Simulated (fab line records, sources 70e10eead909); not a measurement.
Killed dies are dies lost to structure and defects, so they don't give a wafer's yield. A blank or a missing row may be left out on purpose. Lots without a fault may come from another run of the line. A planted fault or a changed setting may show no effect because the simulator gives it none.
fab line records | flow nand_harc
record lots=14 wafers=42 last_day=32
route steps=1302 shown A_CHANNEL_FILL_D1@492 A_ONON_D2@547 END@1302
lots that met no fault: from a run of the same line without faults
start_h: hours from the record's first day to the start of the lot's first wafer shown | wait_h: hours since the lot's step before | " the same as in the row above | L1.1+2: a row that stands for several wafers | - no value, or no start given | * or withheld: withheld | < > ~ a bound
route shown NAME@n: a module of which the file shows steps, and the number in the route of the first | usual: mean/standard deviation of fault-free wafers | same: alike in all rows | chamber/n: place in a boat | sites: the reading at each site | _std_site: their standard deviation | _edge_site: outer sites' mean less inner sites' | radius_mm: how far each site lies from the wafer's centre | mask NAME#n: copy n | behind: the tool/chamber that last shaped the wafer | hold: why the lot was held/for how many hours/how that ended | device: the transistor (n, p or np) that didn't switch | end of line: the same wafers' tests at the end of the route | a step without rows: its recipe alone | killed: dies lost to structure and defects at the first sort, not the wafer's yield | map: a wafer's dies, x killed, . not, _ none there
set.NAME: the setting as run; set.NAME@STEP: as run at that earlier step | model.NAME: the simulator's own value behind a step, which no gauge read
steps of the route over a sample of lots; a table a step, a row a wafer
services: from which hour (start_h, from the record's first day; less than 0 if before it) a tool's chamber was out of use, for how many hours, and why
## steps
# step NHARC_A_CHANNEL_FILL_D1_ALD_02
# recipe target_thk_a=60 pulse_time_s=10 ald_cycles=60 temp_c=300 material=SiO2
# usual heater_power_w=485/42 precursor_pulse_height_rel=0.999/0.02
# columns lot.wafer tool chamber start_h wait_h heater_power_w precursor_pulse_height_rel
L873.1 ald_hk-02 3 184.05 - 469 0.991
L873.2 " 2 " " 524 0.978
L873.6 " 3 " " 454 0.989
L876.4 ald_hk-02 1 215.91 - 457 1.016
L876.2 " 3 " " 456 1.019
L876.5 " 1 " " 440 0.982
L878.4 ald_hk-02 2 237.16 - 528 1.053
L878.2 " 3 " " 445 0.973
L878.5 " 0 " " 462 1.043
L880.1 ald_hk-02 3 256.65 - 459 1.010
L880.4 " 0 " " 467 0.951
L880.5 " 3 " " 452 1.012
L881.4 ald_hk-04 0 266.64 - 460 1.019
L881.3 " 1 " " 416 0.993
L881.5 " 1 " " 407 0.998
L882.3 ald_hk-02 2 277.22 - 534 1.006
L882.4 " 0 " " 466 0.991
L882.6 " 2 " " 532 1.002
L884.2 ald_hk-03 2 300.32 - 479 0.979
L884.3 " 3 " " 562 0.982
L884.6 " 3 " " 584 1.028
L885.3 ald_hk-03 1 308.88 - 551 0.998
L885.1 " 2 " " 483 1.014
L885.4 " 0 " " 531 1.029
L886.3 ald_hk-04 0 309.66 - 471 1.010
L886.2 " 2 " " 473 0.981
L886.1 " 3 " " 481 1.017
L892.2 ald_hk-04 3 373.38 - 485 1.001
L892.1 " 2 " " 474 0.993
L892.5 " 0 " " 477 0.969
L893.1 ald_hk-04 3 387.66 - 475 1.005
L893.3 " 0 " " 492 1.001
L893.2 " 1 " " 413 0.979
L894.2 ald_hk-02 2 399.83 - 570 1.006
L894.1 " 3 " " 451 0.995
L894.6 " 0 " " 443 1.018
L895.4 ald_hk-03 1 406.76 - 507 0.982
L895.1 " 3 " " 547 0.998
L895.6 " 2 " " 482 0.990
L896.3 ald_hk-02 2 416.23 - 570 0.982
L896.1 " 3 " " 459 0.968
L896.5 " 1 " " 450 0.998
# step NHARC_A_CHANNEL_FILL_D1_ALD_25
# recipe target_thk_a=600 pulse_time_s=10 ald_cycles=600 temp_c=300 material=SiOx
# usual heater_power_w=498/45 precursor_pulse_height_rel=0.999/0.019
# columns lot.wafer tool chamber start_h wait_h heater_power_w precursor_pulse_height_rel
L873.2 ald_hk-02 1 217.34 0.1 455 0.963
L873.1 " 2 " " 538 1.006
L873.6 " 1 219.84 2.5 450 1.007
L876.2 ald_hk-03 0 255.15 1.3 523 1.015
L876.4 " 1 " " 550 1.018
L876.5 " 3 256.98 3.1 575 1.009
L878.4 ald_hk-03 0 275.63 1.3 524 0.996
L878.2 " 1 " " 556 0.993
L878.5 " 3 277.46 3.1 563 0.969
L880.4 ald_hk-03 0 294.09 1.3 528 1.001
L880.1 " 1 " " 554 1.007
L880.5 " 3 295.99 3.2 578 0.995
L881.3 ald_hk-02 3 304.59 1.6 460 1.022
L881.4 " 1 307.08 4.0 460 1.003
L881.5 " 2 308.33 5.3 538 0.983
L882.4 ald_hk-02 1 314.63 1.3 461 0.987
L882.3 " 2 315.85 2.5 539 1.018
L882.6 " 1 319.50 6.1 445 1.011
L884.2 ald_hk-02 2 336.29 0.1 540 0.984
L884.3 " 1 340.01 3.8 441 1.003
L884.6 " 2 341.24 5.0 534 1.016
L885.1 ald_hk-04 1 345.94 0.6 413 0.998
L885.3 " 2 " " 467 1.031
L885.4 " 0 347.78 2.4 482 0.995
L886.2 ald_hk-03 0 345.95 0.6 512 0.992
L886.1 " 1 " " 556 0.993
L886.3 " 2 " " 490 0.996
L892.1 ald_hk-03 3 411.89 0.7 554 1.016
L892.2 " 0 " " 533 0.979
L892.5 " 3 414.37 3.1 570 1.031
L893.2 ald_hk-02 0 424.03 0.1 443 1.013
L893.1 " 2 425.25 1.3 558 1.003
L893.3 " 3 " " 468 1.004
L894.2 ald_hk-03 3 436.29 0.7 568 0.994
L894.1 " 0 " " 536 1.014
L894.6 " 3 438.75 3.1 558 1.007
L895.4 ald_hk-04 3 444.39 0.1 473 1.002
L895.1 " 2 446.25 1.9 492 1.034
L895.6 " 0 447.48 3.1 484 0.988
L896.1 ald_hk-03 2 453.03 0.7 506 1.002
L896.3 " 3 " " 561 0.977
L896.5 " 2 455.50 3.1 492 0.999
# step NHARC_A_ONON_D2_DEP_03
# recipe target_thk_a=10000 n2_flow_sccm=2750 n2o_flow_sccm=2000 nh3_flow_sccm=500 sih4_flow_sccm=210 temp_c=400
# usual n2_flow_sccm=2750/7.8 n2o_flow_sccm=2000/6.6
# columns lot.wafer tool chamber start_h wait_h n2_flow_sccm n2o_flow_sccm
L873.1 pecvd_onon-01 0 266.50 0.1 2751 2013
L873.2 " 0 " " 2751 2001
L873.6 " 0 " " 2750 1999
L876.2 pecvd_onon-01 0 298.72 0.1 2753 1994
L876.4 " 0 " " 2752 1998
L876.5 " 0 " " 2747 1992
L878.2 pecvd_onon-04 0 327.11 0.1 2752 1992
L878.4 " 0 " " 2745 1998
L878.5 " 0 " " 2750 1996
L880.1 pecvd_onon-01 0 340.02 0.1 2740 2008
L880.4 " 0 " " 2754 2002
L880.5 " 0 " " 2748 2002
L881.3 pecvd_onon-01 0 355.79 0.2 2743 1998
L881.4 " 0 " " 2746 1994
L881.5 " 0 " " 2751 1986
L882.3 pecvd_onon-03 0 362.51 0.2 2752 1999
L882.4 " 0 " " 2742 2006
L882.6 " 0 " " 2743 2005
L884.2 pecvd_onon-03 - 386.34 0.1 - -
L884.3 " - " " - -
L884.6 " - " " - -
L885.1 pecvd_onon-01 - 394.06 0.1 - -
L885.3 " - " " - -
L885.4 " - " " - -
L886.1 pecvd_onon-03 0 394.09 0.1 2746 2000
L886.2 " 0 " " 2752 2003
L886.3 " 0 " " 2751 1995
L892.1 pecvd_onon-03 0 454.10 0.1 2749 2004
L892.2 " 0 " " 2745 1999
L892.5 " 0 " " 2746 1999
L893.1 pecvd_onon-03 0 467.88 0.1 2752 1991
L893.2 " 0 " " 2743 1995
L893.3 " 0 " " 2751 1999
L894.1 pecvd_onon-03 0 481.92 0.1 2758 1989
L894.2 " 0 " " 2755 1999
L894.6 " 0 " " 2758 1984
L895.1 pecvd_onon-03 0 487.73 0.1 2737 2011
L895.4 " 0 " " 2747 2006
L895.6 " 0 " " 2749 2012
L896.1 pecvd_onon-03 0 498.91 0.1 2739 1998
L896.3 " 0 " " 2738 2006
L896.5 " 0 " " 2731 1999
# step NHARC_END_SORT_01
# recipe temp_c=25
# usual killed_at_array=56/19 killed_at_other=0.6/1 killed_at_periphery=3.9/2.7 killed_dies=61/19 killed_open=3.3/1.9 killed_short=2.4/1.7
# same gross_dies=677
# columns lot.wafer tool chamber start_h wait_h killed_at_array killed_at_other killed_at_periphery killed_dies killed_open killed_short
L884.2 prober-01 0 684.00 2.8 673 0 4 677 2 0
L884.3 prober-01 0 684.80 3.1 673 0 4 677 6 3
L884.6 prober-01 0 687.18 4.0 674 0 3 677 5 2
L885.1 prober-01 0 692.19 2.5 671 2 4 677 5 3
L885.3 prober-01 0 693.80 3.1 672 0 5 677 3 1
L885.4 prober-01 0 694.60 3.4 672 2 3 677 3 1
# killed by level:class
L884.2 A_ONON_D2:area_dep=635 A_SLIT:chamber_film_flake=30 A_CHANNEL_HOLE_D1:chamber_film_flake=6 P_GATE:chamber_film_flake=2 P_CONTACT:geometric_particle:open=1 A_CHANNEL_FILL_D2:geometric_particle:open=1 P_ZERO_WELL:chamber_film_flake=1 A_STAIRCASE:chamber_film_flake=1
L884.3 A_ONON_D2:area_dep=637 A_SLIT:chamber_film_flake=18 A_CHANNEL_HOLE_D1:chamber_film_flake=8 P_GATE:chamber_film_flake=3 A_CHANNEL_FILL_D1:geometric_particle:open=2 A_CONTACT:geometric_particle:open=2 A_SOURCE_PLATE:geometric_particle:short=1 A_DECK1_JOINT:geometric_particle:open=1
L884.6 A_ONON_D2:area_dep=633 A_SLIT:chamber_film_flake=26 A_CHANNEL_HOLE_D1:chamber_film_flake=5 A_M0:geometric_particle:open=3 A_STAIRCASE:chamber_film_flake=2 A_SOURCE_PLATE:geometric_particle:short=1 A_ONON_D2:geometric_particle:short=1 A_CHANNEL_HOLE_D2:geometric_particle:open=1
L885.1 A_ONON_D2:area_dep=614 A_SLIT:chamber_film_flake=27 A_STAIRCASE:chamber_film_flake=7 A_CONTACT:chamber_film_flake=6 A_CHANNEL_HOLE_D2:chamber_film_flake=4 A_CHANNEL_HOLE_D1:chamber_film_flake=3 A_M1:geometric_particle:open=2 P_CONTACT:chamber_film_flake=2
L885.3 A_ONON_D2:area_dep=611 A_SLIT:chamber_film_flake=36 A_STAIRCASE:chamber_film_flake=10 A_CHANNEL_HOLE_D1:chamber_film_flake=8 P_STI:chamber_film_flake=2 A_CHANNEL_FILL_D1:chamber_film_flake=2 P_CONTACT:geometric_particle:open=1 A_CHANNEL_FILL_D1:geometric_particle:open=1
L885.4 A_ONON_D2:area_dep=613 A_SLIT:chamber_film_flake=26 A_CHANNEL_HOLE_D1:chamber_film_flake=8 A_STAIRCASE:chamber_film_flake=8 A_CONTACT:chamber_film_flake=7 A_CHANNEL_HOLE_D2:chamber_film_flake=4 A_CHANNEL_FILL_D1:chamber_film_flake=3 THIN_TSV:chamber_film_flake=2
## services
# columns tool chamber start_h hours kind
ald_hk-02 - 170.64 10.0 pm
ald_hk-02 0 170.64 10.0 vent_cycle
ald_hk-02 1 170.64 10.0 vent_cycle
ald_hk-02 2 170.64 10.0 vent_cycle
ald_hk-02 3 170.64 10.0 vent_cycle
ald_hk-02 0 180.64 - clean
ald_hk-02 1 180.64 - clean
ald_hk-02 2 180.64 - clean
ald_hk-02 3 180.64 - clean
ald_hk-03 - 212.68 10.0 pm
ald_hk-02 - 226.96 0.2 repair
pecvd_onon-03 - 227.00 13.0 pm
ald_hk-02 - 234.62 0.8 repair
pecvd_onon-01 - 269.12 13.0 pm
ald_hk-02 - 302.21 1.1 repair
pecvd_onon-04 - 311.00 13.0 pm
pecvd_onon-03 - 344.37 14.3 repair
ald_hk-02 0 349.28 10.0 vent_cycle
ald_hk-02 1 349.28 10.0 vent_cycle
ald_hk-04 - 374.28 0.5 repair
pecvd_onon-03 - 408.00 13.0 pm
ald_hk-04 - 433.54 10.0 pm
pecvd_onon-01 - 450.12 13.0 pm
pecvd_onon-04 - 492.00 13.0 pm
## key
first_sign step=NHARC_A_ONON_D2_DEP_03 reading=tool_record direction=missing
effect step=NHARC_END_SORT_01 reading=killed_dies direction=up sigmas=33 usual=61 struck=677
more_kills_born_at NHARC_A_ONON_D2_DEP_03@pecvd_onon-03=1905 NHARC_A_ONON_D2_DEP_03@pecvd_onon-01=1838
met_at NHARC_A_ONON_D2_DEP_03
struck_lots L884,L885
later_rows_left_out L884.2,L884.3,L884.6,L885.1,L885.3,L885.4
tester_left_out L884,L885
not_acting_at NHARC_A_CHANNEL_FILL_D1_ALD_02,NHARC_A_CHANNEL_FILL_D1_ALD_25
onset_between 362.51 386.34
fault kind=skipped_step_whole tool=pecvd_onon-01,pecvd_onon-03 chamber=- onset_h=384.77 steps=NHARC_A_ONON_D2_DEP_03 scope=struck_lots_only
# tester_left_out: of these lots the tester's yield and bins aren't shown, on N5 and GAA mostly nor the transistor test; their killed dies are dies lost to structure and defects alone, not to doping, threshold or leakage, so they don't give the yield
# later_rows_left_out: the simulator's readings of these wafers behind a module that went badly wrong aren't trusted and aren't shown, but for the sort
